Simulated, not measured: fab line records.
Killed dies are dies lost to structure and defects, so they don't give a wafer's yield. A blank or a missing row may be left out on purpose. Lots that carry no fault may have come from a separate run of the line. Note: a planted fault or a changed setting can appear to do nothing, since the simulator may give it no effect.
Which tool was responsible? ; flow nandHarc ; 13 lots with 39 wafers sampled at 5 steps, on a route of 1302 steps

## WHAT EACH GAUGE READ, for each wafer
NHARC_P_GATE_CD_MEAS_11: the cd target is 1640 nm. Usual: cdNm reads 1638.8 nm (standard deviation 2.5).
lot;measured;on;cdNm (nm);flag
L571;day 4 15:59;cdSem-01;1639.3 1635.7 1638.8;
L572;day 5 02:43;cdSem-03;1636.7 1638.0 1637.8;
L573;day 5 02:52;cdSem-01;1634.0 1639.7 1637.4;
L574;day 5 14:40;cdSem-02;1637.0 1637.7 1634.5;
L576;day 6 11:24;cdSem-02;1644.3 1643.0 1640.7;
L577;day 6 23:42;cdSem-02;1640.3 1639.9 1638.6;
L578;day 7 07:50;cdSem-01;1637.2 1636.0 1641.6;
L580;day 8 09:00;cdSem-02;1639.3 1637.7 1638.0;
L581;day 8 14:43;cdSem-01;1636.9 1634.1 1635.9;
L582;day 8 20:49;cdSem-03;1642.1 1641.1 1639.3;
L583;day 9 12:41;cdSem-03;1637.6 1639.1 1640.3;
L585;day 10 12:50;cdSem-03;1640.5 1642.7 1638.3;
L594;day 14 00:19;cdSem-01;1640.4 1640.4 1639.5;

NHARC_P_GATE_CD_MEAS_26: the cd target is 120 nm. Usual: cdNm reads 120.0 nm (standard deviation 0.75).
lot;measured;on;cdNm (nm);flag
L571;day 5 08:03;cdSem-01;118.6 119.6 118.3;
L572;day 5 16:53;cdSem-02;119.6 119.4 119.7;
L573;day 5 17:38;cdSem-02;119.1 119.0 119.1;
L574;day 6 12:40;cdSem-01;120.6 120.6 119.6;
L576;day 7 06:22;cdSem-02;120.1 120.7 120.3;
L577;day 7 13:56;cdSem-02;120.2 117.9 120.0;
L578;day 7 21:42;cdSem-02;119.8 119.8 118.7;
L580;day 9 07:27;cdSem-03;121.4 121.7 121.0;
L581;day 9 11:50;cdSem-03;120.8 119.9 120.5;
L582;day 9 15:03;cdSem-02;119.6 120.5 120.2;
L583;day 10 04:38;cdSem-03;120.3 120.4 120.7;
L585;day 11 04:22;cdSem-02;117.0 117.1 116.9;OFF
L594;day 14 16:21;cdSem-01;119.9 119.8 119.2;

NHARC_P_GATE_OVL_MEAS_27. Usual: overlayXNm 0.3 nm, standard deviation 0.86; overlayYNm -0.1 nm, standard deviation 0.74.
lot;measured;on;overlayXNm (nm);overlayYNm (nm);flag
L571;day 5 08:09;overlay-01;0.7 1.2 0.7;0.6 0.7 0.5;
L572;day 5 16:58;overlay-01;-0.6 -0.6 -0.4;0.3 0.0 0.0;
L573;day 5 17:44;overlay-01;-0.2 -1.1 -0.5;0.9 0.2 0.8;
L574;day 6 12:46;overlay-02;0.9 0.6 0.5;0.1 -0.5 -0.9;
L576;day 7 06:27;overlay-01;1.0 1.0 1.3;-1.0 -1.1 -0.8;
L577;day 7 14:01;overlay-01;0.1 -0.4 -0.8;1.1 1.4 0.9;
L578;day 7 21:47;overlay-01;-0.6 -0.5 0.5;-0.1 -0.3 -0.2;
L580;day 9 07:32;overlay-02;0.3 0.4 0.1;0.2 0.3 0.8;
L581;day 9 11:56;overlay-02;0.6 0.9 0.7;-0.3 -0.1 0.2;
L582;day 9 15:08;overlay-02;0.3 0.4 0.3;-0.7 -0.9 -0.8;
L583;day 10 04:43;overlay-01;2.5 2.3 3.1;-0.4 0.3 -0.4;
L585;day 11 04:28;overlay-01;0.1 0.4 -0.7;0.9 0.8 0.7;
L594;day 14 16:26;overlay-01;1.3 1.0 1.3;0.4 0.0 0.6;

## EACH LOT AND THE TOOL THAT RAN IT (in order: tool; ch and the chambers of the sampled wafers; start)
lot;NHARC_P_ZERO_WELL_RTA_42;NHARC_P_GATE_EXPOSE_23
L571;rtpAnneal-02 ch 0, day 2 03:02;arfiScanner-02 ch 0, day 5 07:55
L572;rtpAnneal-01 ch 0, day 2 15:57;arfiScanner-02 ch 0, day 5 16:44
L573;rtpAnneal-02 ch 0, day 2 22:38;arfiScanner-01 ch 0, day 5 17:31
L574;rtpAnneal-01 ch 0, day 3 09:10;arfiScanner-02 ch 0, day 6 12:32
L576;rtpAnneal-02 ch 0, day 4 05:13;arfiScanner-01 ch 0, day 7 06:13
L577;rtpAnneal-02 ch 0, day 4 15:14;arfiScanner-02 ch 0, day 7 13:48
L578;rtpAnneal-01 ch 0, day 5 00:55;arfiScanner-03 ch 0, day 7 21:34
L580;rtpAnneal-02 ch 0, day 5 21:07;arfiScanner-01 ch 0, day 9 07:19
L581;rtpAnneal-01 ch 0, day 6 07:19;arfiScanner-02 ch 0, day 9 11:42
L582;rtpAnneal-02 ch 0, day 6 16:54;arfiScanner-03 ch 0, day 9 14:55
L583;rtpAnneal-02 ch 0, day 7 03:05;arfiScanner-02 ch 0, day 10 04:29
L585;rtpAnneal-02 ch 0, day 7 22:55;arfiScanner-03 ch 0, day 11 04:14
L594;rtpAnneal-02 ch 0, day 11 18:01;arfiScanner-02 ch 0, day 14 16:13
- NHARC_P_ZERO_WELL_RTA_42: time 300 s.
- NHARC_P_GATE_EXPOSE_23: exposes mask P GATE, target cd 120 nm.

## WHAT THE TOOLS THEMSELVES READ (means of the sampled wafers that have a number; where no wafer has one, the mark that the record gives instead)
NHARC_P_ZERO_WELL_RTA_42. Usual: lampPowerPct 38.2 %, standard deviation 1.1; lamp_zone_5_pct 38.2 %, standard deviation 1.1; lamp_zone_6_pct 38.1 %, standard deviation 1.1; wafer_temp_C_max 1105.8, standard deviation 1.2.
lot;tool;lampPowerPct (%);lamp_zone_5_pct (%);lamp_zone_6_pct (%);wafer_temp_C_max;flag
L571;rtpAnneal-02;37.2;37.3;37.3;1105.7;
L572;rtpAnneal-01;39.4;39.4;39.4;1105.6;
L573;rtpAnneal-02;37.2;37.2;37.1;1106.4;
L574;rtpAnneal-01;39.5;39.4;39.4;1107.5;
L576;rtpAnneal-02;37.3;37.3;37.3;1105.6;
L577;rtpAnneal-02;37.2;37.3;37.3;1105.6;
L578;rtpAnneal-01;39.5;39.5;39.4;1105.9;
L580;rtpAnneal-02;37.3;37.3;37.3;1105.8;
L581;rtpAnneal-01;39.4;39.5;39.5;1105.7;
L582;rtpAnneal-02;37.2;37.3;37.1;1105.5;
L583;rtpAnneal-02;37.3;37.2;37.2;1104.5;
L585;rtpAnneal-02;37.3;37.3;37.2;1105.5;
L594;rtpAnneal-02;37.3;37.3;37.2;1105.7;

## THE ANSWER, worked out from the rows above alone
Rule: a lot is off if the mean of its wafers that have a number lies more than 3 standard deviations from the usual mean. Also off: a lot with no number at a reading for which 4 or more lots have one. Any other lot the step has rows for is counted as sound. Order of review: gauges by route order, followed by the tools' own readings, for which a lot's mean as printed above is used. The first step at which some lot is off is used, and at that step the reading that is off furthest; a lot without a number counts as furthest.
Off: L585 (NHARC_P_GATE_CD_MEAS_26, cdNm).
A tool fits if, at a process step before that reading, it ran every lot that is off, and no sound lot after the first of them. Gauges at NHARC_P_GATE_CD_MEAS_26: tried the same way as those tools. This does not decide it: 2 tools fit, namely arfiScanner-03 at NHARC_P_GATE_EXPOSE_23 and cdSem-02 at NHARC_P_GATE_CD_MEAS_26.

## WHAT HAD BEEN PUT IN BY THE SIMULATOR
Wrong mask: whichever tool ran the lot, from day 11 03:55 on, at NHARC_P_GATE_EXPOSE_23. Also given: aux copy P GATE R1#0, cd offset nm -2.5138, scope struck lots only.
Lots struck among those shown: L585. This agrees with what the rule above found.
